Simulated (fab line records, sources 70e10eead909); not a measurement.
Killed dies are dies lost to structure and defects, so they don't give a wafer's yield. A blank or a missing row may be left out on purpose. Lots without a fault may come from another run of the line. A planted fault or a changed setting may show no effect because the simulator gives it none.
fab line records | flow nand_harc
record lots=6 wafers=18 last_day=33
route steps=1302 shown A_CHANNEL_FILL_D2@616 A_STAIRCASE@639 END@1302
lots that met no fault: from a run of the same line without faults
start_h: hours from the record's first day to the start of the lot's first wafer shown | wait_h: hours since the lot's step before | " the same as in the row above | L1.1+2: a row that stands for several wafers | - no value, or no start given | * or withheld: withheld | < > ~ a bound
route shown NAME@n: a module of which the file shows steps, and the number in the route of the first | usual: mean/standard deviation of fault-free wafers | same: alike in all rows | chamber/n: place in a boat | sites: the reading at each site | _std_site: their standard deviation | _edge_site: outer sites' mean less inner sites' | radius_mm: how far each site lies from the wafer's centre | mask NAME#n: copy n | behind: the tool/chamber that last shaped the wafer | hold: why the lot was held/for how many hours/how that ended | device: the transistor (n, p or np) that didn't switch | end of line: the same wafers' tests at the end of the route | a step without rows: its recipe alone | killed: dies lost to structure and defects at the first sort, not the wafer's yield | map: a wafer's dies, x killed, . not, _ none there
set.NAME: the setting as run; set.NAME@STEP: as run at that earlier step | model.NAME: the simulator's own value behind a step, which no gauge read
lots at some steps of the route; a table a step, a row a wafer
services: from which hour (start_h, from the record's first day; less than 0 if before it) a tool's chamber was out of use, for how many hours, and why
## steps
# step NHARC_A_CHANNEL_FILL_D2_ALD_16
# recipe target_thk_a=15 pulse_time_s=10 ald_cycles=15 temp_c=300 material=SiO2
# step NHARC_A_CHANNEL_FILL_D2_ANNEAL_17
# recipe temp_c=850 time_s=1800
# step NHARC_A_CHANNEL_FILL_D2_CVD_18
# recipe target_thk_a=30 temp_c=550 material=poly-Si
# step NHARC_A_CHANNEL_FILL_D2_ETCHBACK_19
# recipe target_depth_a=50 time_s=1.7 hbr_flow_sccm=150 cl2_flow_sccm=50 rf_w=400 icp_w=400 bias_w=100 chemistry=HBr/Cl2
# step NHARC_A_CHANNEL_FILL_D2_ETCHBACK_20
# recipe target_depth_a=270 time_s=13.5 c4f8_flow_sccm=withheld o2_flow_sccm=8 ar_flow_sccm=withheld rf_w=600 bias_w=1500 chemistry=C4F8/O2/Ar
# step NHARC_A_CHANNEL_FILL_D2_STRIP_28
# recipe time_s=20 o2_flow_sccm=500 ar_flow_sccm=0 bias_w=0 chemistry=O2
# step NHARC_A_CHANNEL_FILL_D2_PRECLEAN_21
# recipe time_s=30 chemistry=dHF
# step NHARC_A_CHANNEL_FILL_D2_SRD_23
# step NHARC_A_CHANNEL_FILL_D2_CVD_05
# recipe target_thk_a=50 temp_c=550 material=poly-Si
# step NHARC_A_CHANNEL_FILL_D2_ANNEAL_22
# recipe temp_c=620 time_s=7200
# step NHARC_A_CHANNEL_FILL_D2_ALD_25
# recipe target_thk_a=600 pulse_time_s=10 ald_cycles=600 temp_c=300 material=SiOx
# usual heater_power_w=451/67 precursor_pulse_height_rel=1.002/0.019
# columns lot.wafer tool chamber start_h wait_h heater_power_w precursor_pulse_height_rel since_wet_clean_h
L605.4 ald_hk-04 1 334.91 0.1 597 1.003 88
L605.2 " 2 " " 458 0.993 89
L605.6 " 2 338.03 3.2 466 0.979 -
L609.1 ald_hk-04 3 370.43 0.1 446 1.003 124
L609.2 " 0 " " 413 0.994 125
L609.4 " 1 " " 592 1.007 125
L611.1 ald_hk-04 1 394.08 0.1 600 0.978 148
L611.5 " 1 396.50 2.5 615 0.980 -
L611.6 " 2 " " 481 0.993 -
L615.3 ald_hk-01 3 423.72 0.1 386 1.001 136
L615.4 " 1 424.94 1.3 401 0.994 137
L615.5 " 0 426.77 3.1 398 0.994 -
L620.3 ald_hk-01 0 481.97 0.1 403 0.992 16
L620.2 " 1 " " 383 1.013 17
L620.4 " 3 483.82 1.9 409 1.027 18
L622.4 ald_hk-03 0 494.13 0.0 497 1.014 116
L622.1 " 1 " " 453 1.017 116
L622.3 " 2 " " 465 1.007 117
# step NHARC_A_CHANNEL_FILL_D2_ETCHBACK_08
# recipe target_depth_a=2200 time_s=110 c4f8_flow_sccm=20 ar_flow_sccm=withheld rf_w=600 bias_w=300 chemistry=C4F8
# usual oes_product_au=0.96/0.035 rf_vpp_V=440.6/2.3
# columns lot.wafer tool chamber start_h wait_h oes_product_au rf_hours_counter_h rf_vpp_V
L605.2 rie_diel-01 3 340.53 - 0.93 3 439.0
L605.4 " 1 " " 0.92 3 438.9
L605.6 " 3 " " 0.91 - 437.1
L609.2 rie_diel-01 3 375.96 - 1.00 0 438.0
L609.4 " 0 " " 1.00 0 444.3
L609.1 " 1 " " 1.01 0 436.7
L611.1 rie_diel-02 1 399.58 - 0.92 0 442.2
L611.5 " 0 " " 0.93 - 439.5
L611.6 " 1 " " 0.92 - 443.5
L615.3 rie_diel-01 1 429.25 - 0.91 1 437.8
L615.4 " 2 " " 0.93 2 440.9
L615.5 " 0 " " 0.92 - 443.3
L620.4 rie_diel-02 3 487.54 - 0.93 3 442.6
L620.2 " 0 " " 0.92 3 441.2
L620.3 " 1 " " 0.93 3 443.9
L622.4 rie_diel-02 1 499.64 - 0.99 3 442.8
L622.3 " 2 " " 1.00 3 440.0
L622.1 " 0 " " 0.98 3 441.2
# step NHARC_A_CHANNEL_FILL_D2_STRIP_29
# recipe time_s=20 o2_flow_sccm=500 ar_flow_sccm=0 bias_w=0 chemistry=O2
# step NHARC_A_CHANNEL_FILL_D2_PRECLEAN_30
# recipe time_s=30 chemistry=dHF
# step NHARC_A_CHANNEL_FILL_D2_SRD_31
# step NHARC_A_CHANNEL_FILL_D2_CVD_09
# recipe target_thk_a=1500 temp_c=620 pressure_mtorr=200 time_s=3000 material=poly-Si
# step NHARC_A_CHANNEL_FILL_D2_CMP_10
# recipe target_thk_nm=150
# usual motor_current_A=12.5/1 time_to_endpoint_s=15.3/2.1
# columns lot.wafer tool chamber start_h wait_h motor_current_A time_to_endpoint_s
L605.4 cmp-04 0 346.21 0.4 13.0 16.2
L605.2 " 1 " " 11.8 13.3
L605.6 " 1 " " 11.4 18.2
L609.4 cmp-01 3 382.95 0.4 12.7 14.1
L609.2 " 0 " " 14.6 12.6
L609.1 " 1 " " 11.0 11.0
L611.1 cmp-04 2 405.34 0.4 11.7 12.9
L611.5 " 2 " " 11.5 15.2
L611.6 " 3 " " 11.9 14.3
L615.4 cmp-04 1 434.94 0.4 11.6 14.7
L615.3 " 0 " " 12.9 13.4
L615.5 " 1 " " 11.1 13.4
L620.3 cmp-01 0 493.27 0.4 14.3 17.3
L620.4 " 1 " " 11.3 16.1
L620.2 " 2 " " 12.4 18.1
L622.4 cmp-04 2 505.34 0.4 11.8 14.6
L622.1 " 0 " " 12.5 13.6
L622.3 " 1 " " 11.8 13.3
# step NHARC_A_CHANNEL_FILL_D2_SRD_12
# step NHARC_A_CHANNEL_FILL_D2_RTA_24
# recipe temp_c=1000 time_s=5
# usual lamp_power_pct=27.8/0.42 lamp_zone_1_pct=27.8/0.42 lamp_zone_2_pct=27.8/0.43 wafer_temp_C_max=1003.8/1
# columns lot.wafer tool chamber start_h wait_h lamp_power_pct lamp_zone_1_pct lamp_zone_2_pct wafer_temp_C_max
L605.2 rtp_anneal-01 0 346.66 0.1 28.1 28.2 28.2 1002.8
L605.4 " 0 " " 28.2 28.2 28.2 1002.9
L605.6 " 0 " " 28.2 28.2 28.2 1003.3
L609.1 rtp_anneal-01 0 383.37 0.0 28.1 28.2 28.2 1003.3
L609.2 " 0 " " 28.1 28.2 28.1 1003.8
L609.4 " 0 " " 28.2 28.2 28.2 1004.4
L611.1 rtp_anneal-02 0 405.76 0.0 27.3 27.4 27.3 1005.3
L611.5 " 0 " " 27.4 27.4 27.4 1003.4
L611.6 " 0 " " 27.3 27.3 27.3 1005.3
L615.3 rtp_anneal-01 0 435.54 0.2 28.2 28.2 28.2 1002.8
L615.4 " 0 " " 28.2 28.2 28.1 1002.6
L615.5 " 0 " " 28.2 28.2 28.2 1002.7
L620.2 rtp_anneal-02 0 493.79 0.2 27.3 27.3 27.3 1005.8
L620.3 " 0 " " 27.3 27.3 27.3 1004.4
L620.4 " 0 " " 27.3 27.3 27.3 1003.4
L622.1 rtp_anneal-01 0 505.76 0.0 28.1 28.3 28.2 1004.4
L622.3 " 0 " " 28.2 28.2 28.2 1003.9
L622.4 " 0 " " 28.1 28.2 28.2 1004.1
# step NHARC_A_STAIRCASE_DEP_156
# recipe target_thk_a=500 temp_c=400 target_thk_nm=50 flow_sccm=200 rf_w=450 material=SiNx
# step NHARC_A_STAIRCASE_DEHYDRATE_158
# recipe temp_c=150 time_s=120
# step NHARC_A_STAIRCASE_HMDS_159
# recipe time_s=30
# step NHARC_A_STAIRCASE_COAT_160
# recipe spin_rpm=1200
# step NHARC_A_STAIRCASE_SOFTBAKE_161
# recipe temp_c=135 time_s=170
# step NHARC_A_STAIRCASE_EBR_162
# step NHARC_A_STAIRCASE_EXPOSE_163
# recipe na=0.5 dose_mj=20.01 mask_id=STAIR_OPEN
# step NHARC_A_STAIRCASE_PEB_164
# recipe peb_temp_c=115 peb_time_s=130
# step NHARC_A_STAIRCASE_DEVELOP_165
# recipe time_s=140
# step NHARC_A_STAIRCASE_HARDBAKE_167
# recipe temp_c=120 time_s=140
# step NHARC_A_STAIRCASE_DESCUM_168
# recipe time_s=3 o2_flow_sccm=200 ar_flow_sccm=0 bias_power_w=0 chemistry=O2
# step NHARC_A_STAIRCASE_ETCH_169
# recipe target_depth_a=500 time_s=107.1 ion_energy_ev=120 ch3f_flow_sccm=50 o2_flow_sccm=30 ar_flow_sccm=200 rf_w=500 bias_w=100 chemistry=CH3F/O2
# step NHARC_A_STAIRCASE_ETCH_170
# recipe target_depth_a=2000 time_s=66.667 ion_energy_ev=250 c4f6_flow_sccm=25 o2_flow_sccm=20 ar_flow_sccm=500 rf_w=600 bias_w=500 chemistry=C4F6/O2
# usual bias_w=500.1/1.5 drypump_motor_current_A=5.7/0.42 oes_product_au=0.974/0.014 rf_vpp_V=546/4.6 showerhead_plenum_p_Torr=3.90/0.22 throttle_valve_pct=26.904/0.0096
# columns lot.wafer tool chamber start_h wait_h bias_w drypump_motor_current_A oes_product_au rf_hours_counter_h rf_vpp_V showerhead_plenum_p_Torr throttle_valve_pct
L605.2 rie_diel-05 2 - - 500.6 6.1 0.975 53 540 3.67 26.897
L605.4 " 3 " " 501.0 5.2 0.978 49 552 4.16 26.907
L605.6 " 2 " " 498.6 6.1 0.975 - 543 3.67 26.898
L609.2 rie_diel-03 0 - - 500.4 5.2 0.966 39 545 3.79 26.914
L609.1 " 1 " " 502.5 5.9 0.959 42 543 3.75 26.897
L609.4 " 1 " " 499.8 5.9 0.955 - 543 3.75 26.895
L611.1 rie_diel-04 3 - - 501.2 6.1 0.976 20 544 3.69 26.910
L611.6 " 3 " " 501.4 6.1 0.961 - 544 3.68 26.919
L611.5 " 0 " " 500.6 6.0 0.979 - 552 4.21 26.890
L615.4 rie_diel-04 3 - - 499.2 6.1 0.974 34 542 3.68 26.913
L615.3 " 1 " " 501.6 6.0 0.983 29 545 3.89 26.914
L615.5 " 3 " " 501.0 6.1 0.973 - 541 3.68 26.919
L620.4 rie_diel-05 0 - - 498.3 6.3 0.980 31 552 4.21 26.921
L620.3 " 1 " " 500.2 5.4 0.972 29 547 3.98 26.894
L620.2 " 2 " " 500.3 6.2 0.966 30 542 3.65 26.900
L622.4 rie_diel-04 2 - - 498.9 5.6 0.965 54 543 3.69 26.902
L622.1 " 0 " " 503.3 5.9 0.963 58 551 4.19 26.905
L622.3 " 1 " " 499.7 6.0 0.960 55 546 3.87 26.895
# step NHARC_A_STAIRCASE_STRIP_171
# recipe power_w=1500 temp_c=250 chemistry=O2
# usual drypump_motor_current_A=6.0/0.35 heater_power_w=304/16
# columns lot.wafer tool chamber start_h wait_h drypump_motor_current_A heater_power_w rf_hours_counter_h
L605.2 plasma_asher-02 0 348.47 - 6.3 313 25
L605.4 " 0 " " 6.3 315 -
L605.6 " 1 " " 6.2 309 -
L609.1 plasma_asher-02 1 385.72 - 6.2 313 33
L609.2 " 0 " " 6.2 314 33
L609.4 " 1 " " 6.2 315 -
L611.1 plasma_asher-01 0 408.01 - 5.4 283 16
L611.5 " 1 " " 6.1 322 -
L611.6 " 0 " " 5.4 283 -
L615.3 plasma_asher-01 0 437.32 - 5.4 280 -
L615.4 " 1 " " 6.1 318 -
L615.5 " 0 " " 5.4 285 -
L620.2 plasma_asher-01 0 495.33 - 5.4 286 35
L620.4 " 0 " " 5.4 281 -
L620.3 " 1 " " 6.1 326 -
L622.1 plasma_asher-01 1 507.37 - 6.1 321 1
L622.3 " 0 " " 5.4 293 -
L622.4 " 1 " " 6.1 316 -
# step NHARC_A_STAIRCASE_STRIP_172
# recipe time_s=900 temp_c=130 chemistry=SPM
# step NHARC_A_STAIRCASE_PRECLEAN_173
# recipe time_s=* temp_c=50 bath_age_min=0 chemistry=SC1
# step NHARC_A_STAIRCASE_SRD_174
# step NHARC_A_STAIRCASE_DEHYDRATE_01
# recipe temp_c=150 time_s=120
# step NHARC_END_SORT_01
# recipe temp_c=25
# usual killed_at_array=47/14 killed_at_other=0.5/0.72 killed_at_periphery=4/3.1 killed_dies=52/15 killed_open=3.2/1.9 killed_short=2.4/1.7
# same gross_dies=677
# columns lot.wafer tool chamber start_h wait_h killed_at_array killed_at_other killed_at_periphery killed_dies killed_open killed_short
L609.1 prober-02 0 584.49 2.5 67 0 5 72 3 6
L609.2 prober-02 0 585.30 2.8 71 0 7 78 1 2
L609.4 prober-02 0 586.92 3.4 46 0 3 49 3 4
L620.2 prober-01 0 775.05 2.8 125 1 8 134 5 1
L620.3 prober-01 0 775.83 3.1 121 1 1 123 1 2
L620.4 prober-01 0 776.62 3.4 94 2 6 102 6 2
L622.1 prober-01 0 782.00 2.5 123 2 11 136 4 0
L622.3 prober-01 0 783.62 3.1 145 1 3 149 2 2
L622.4 prober-01 0 784.43 3.4 116 0 3 119 2 3
# killed by level:class
L609.1 A_CHANNEL_HOLE_D2:chamber_film_flake=34 A_CHANNEL_HOLE_D1:chamber_film_flake=24 A_CHANNEL_FILL_D1:geometric_particle:short=2 P_ZERO_WELL:chamber_film_flake=2 P_STI:geometric_particle:short=1 P_M0:geometric_particle:open=1 A_SOURCE_PLATE:geometric_particle:open=1 A_CHANNEL_FILL_D2:geometric_particle:short=1
L609.2 A_CHANNEL_HOLE_D1:chamber_film_flake=39 A_CHANNEL_HOLE_D2:chamber_film_flake=24 P_GATE:chamber_film_flake=3 A_CHANNEL_FILL_D2:chamber_film_flake=2 A_STAIRCASE:chamber_film_flake=2 P_STI:geometric_particle:open=1 P_M0:geometric_particle:short=1 A_M1:geometric_particle:short=1
L609.4 A_CHANNEL_HOLE_D2:chamber_film_flake=25 A_CHANNEL_HOLE_D1:chamber_film_flake=11 A_ONON_D1:geometric_particle:short=3 P_ZERO_WELL:chamber_film_flake=2 A_CHANNEL_FILL_D2:chamber_film_flake=2 A_STAIRCASE:chamber_film_flake=2 P_CONTACT:geometric_particle:open=1 A_ONON_D1:geometric_particle:open=1
L620.2 A_CHANNEL_FILL_D2:unspecified=84 A_CHANNEL_HOLE_D2:chamber_film_flake=18 A_CONTACT:chamber_film_flake=9 A_CHANNEL_HOLE_D1:chamber_film_flake=6 P_GATE:chamber_film_flake=3 A_SLIT:chamber_film_flake=3 P_STI:geometric_particle:short=1 P_GATE:geometric_particle:open=1
L620.3 A_CHANNEL_FILL_D2:unspecified=81 A_CHANNEL_HOLE_D1:chamber_film_flake=12 A_CHANNEL_HOLE_D2:chamber_film_flake=11 A_SLIT:chamber_film_flake=5 A_DECK1_JOINT:chamber_film_flake=3 A_CONTACT:chamber_film_flake=3 A_STAIRCASE:chamber_film_flake=2 A_ONON_D1:geometric_particle:open=1
L620.4 A_CHANNEL_FILL_D2:unspecified=43 A_CHANNEL_HOLE_D2:chamber_film_flake=26 A_CONTACT:chamber_film_flake=7 A_CHANNEL_HOLE_D1:chamber_film_flake=6 P_GATE:chamber_film_flake=3 A_SLIT:chamber_film_flake=3 THIN_TSV:chamber_film_flake=2 P_CONTACT:geometric_particle:open=1
L622.1 A_CHANNEL_FILL_D2:unspecified=87 A_SLIT:chamber_film_flake=10 A_CHANNEL_HOLE_D1:chamber_film_flake=9 A_CHANNEL_HOLE_D2:chamber_film_flake=9 P_M2:chamber_film_flake=5 A_CONTACT:chamber_film_flake=4 P_GATE:chamber_film_flake=3 P_M0:geometric_particle:open=2
L622.3 A_CHANNEL_FILL_D2:unspecified=84 A_SLIT:chamber_film_flake=20 A_CHANNEL_HOLE_D2:chamber_film_flake=16 A_CHANNEL_HOLE_D1:chamber_film_flake=10 A_CONTACT:chamber_film_flake=8 A_ONON_D2:geometric_particle:short=1 A_WL_FILL:geometric_particle:open=1 A_WL_FILL:geometric_particle:short=1
L622.4 A_CHANNEL_FILL_D2:unspecified=86 A_SLIT:chamber_film_flake=11 A_CHANNEL_HOLE_D2:chamber_film_flake=5 A_CHANNEL_HOLE_D1:chamber_film_flake=4 A_CONTACT:chamber_film_flake=3 A_WL_FILL:geometric_particle:short=2 P_M2:chamber_film_flake=2 A_BLC:chamber_film_flake=2
# map L620.2 (x killed, . not)
____________.____________
_________......._________
_______..........._______
______.............______
_____..............._____
____........x........____
____.................____
___.....xxxx..........___
___..x..x.xxxx........___
__....x.xxxxxxx........__
__....xxxxxxx.x.x.....x__
_......xxxxxxx.........._
_.....xxxxxxxx.........._
_.....xxxxxxxxx........._
_...x.xxxxxxxxx........._
_.....xxxxxxxx.........._
........xxxxxx...........
......x.xxxxxxx.x........
....x.x.x.x..x...........
........x.x..............
........xx.xx............
_..........x............_
_.............x........x_
_.........x......x......_
_............xx........._
_.............xx.x......_
__............xx.......__
__...............x.x...__
___..x...........x....___
___...............x...___
____..........x.x....____
____.........xxxxxx..____
_____.........xxxx.._____
______......x.x.xxx______
_______........xx._______
_________.....x._________
____________.____________
# map L622.3 (x killed, . not)
____________.____________
_________x......_________
_______....x.x...._______
______.....xx.xx..x______
_____......xxxxxxxx._____
____x....x.xxxxxxxx..____
____...x...xxxxxxx...____
___......xxxxxxxxx....___
___........xxxxxxx....___
__.......xxxxxxxxx.....__
__.......xxxxxxxxx.....__
_.........xxxxxxxx.....x_
_x.......x.xxxxxx......._
_...........xxx........._
_...........x.x........._
_......................._
..x......................
.........................
.................x.......
.........................
.........................
_..............x........_
_.......x......x........_
_.............xx......x._
_......................._
_.............xx........_
__...................x.__
__...........x.........__
___..........xxxxx...x___
___...........xxxxx...___
____.........xxx.xx.x____
____.........xxxxxxx.____
_____......xxxxxxxx._____
______.......xxxxxx______
_______......xxxxx_______
_________.xx..xx_________
____________.____________
## services
# columns tool chamber start_h hours kind
rie_diel-01 - 318.21 1.2 repair
plasma_asher-01 - 318.75 9.0 pm
cmp-04 - 330.68 4.0 pm
rie_diel-04 - 331.16 9.0 pm
rtp_anneal-01 - 348.15 12.0 pm
rie_diel-05 - 355.45 0.1 repair
rie_diel-01 - 356.87 9.0 pm
cmp-01 - 360.02 4.0 pm
rie_diel-02 - 369.70 9.0 pm
cmp-01 - 370.27 1.2 repair
plasma_asher-01 - 372.16 0.7 repair
cmp-01 - 375.47 0.3 repair
rie_diel-01 3 394.11 15.3 repair
rie_diel-01 0 414.90 6.9 repair
ald_hk-04 - 415.76 10.0 pm
rie_diel-01 1 418.31 8.9 repair
cmp-04 - 428.71 4.0 pm
cmp-04 - 468.37 1.6 repair
cmp-04 - 473.67 0.9 repair
plasma_asher-01 - 488.74 5.2 repair
plasma_asher-01 - 495.75 9.0 pm
rie_diel-02 1 496.66 2.4 repair
rie_diel-02 - 497.31 0.4 repair
rie_diel-02 2 501.78 12.5 repair
## key
first_sign step=NHARC_END_SORT_01 reading=killed_at_array direction=up sigmas=5.1 usual=47 struck=121
effect step=NHARC_END_SORT_01 reading=killed_dies direction=up sigmas=5 usual=52 struck=127
more_kills_born_at NHARC_A_CHANNEL_FILL_D2_ETCHBACK_08@rie_diel-02=465
met_at NHARC_A_CHANNEL_FILL_D2_ETCHBACK_08
struck_wafers L620.2,L620.3,L620.4,L622.1,L622.3,L622.4
tester_left_out L620,L622
onset_between 399.58 487.54
also_fits time
fault kind=chamber_particle_source tool=rie_diel-02 chamber=- onset_h=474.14 steps=NHARC_A_CHANNEL_FILL_D2_ETCHBACK_08 rate_per_visit_cm2=0.8142 end_h=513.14
# tester_left_out: of these lots the tester's yield and bins aren't shown, on N5 and GAA mostly nor the transistor test; their killed dies are dies lost to structure and defects alone, not to doping, threshold or leakage, so they don't give the yield
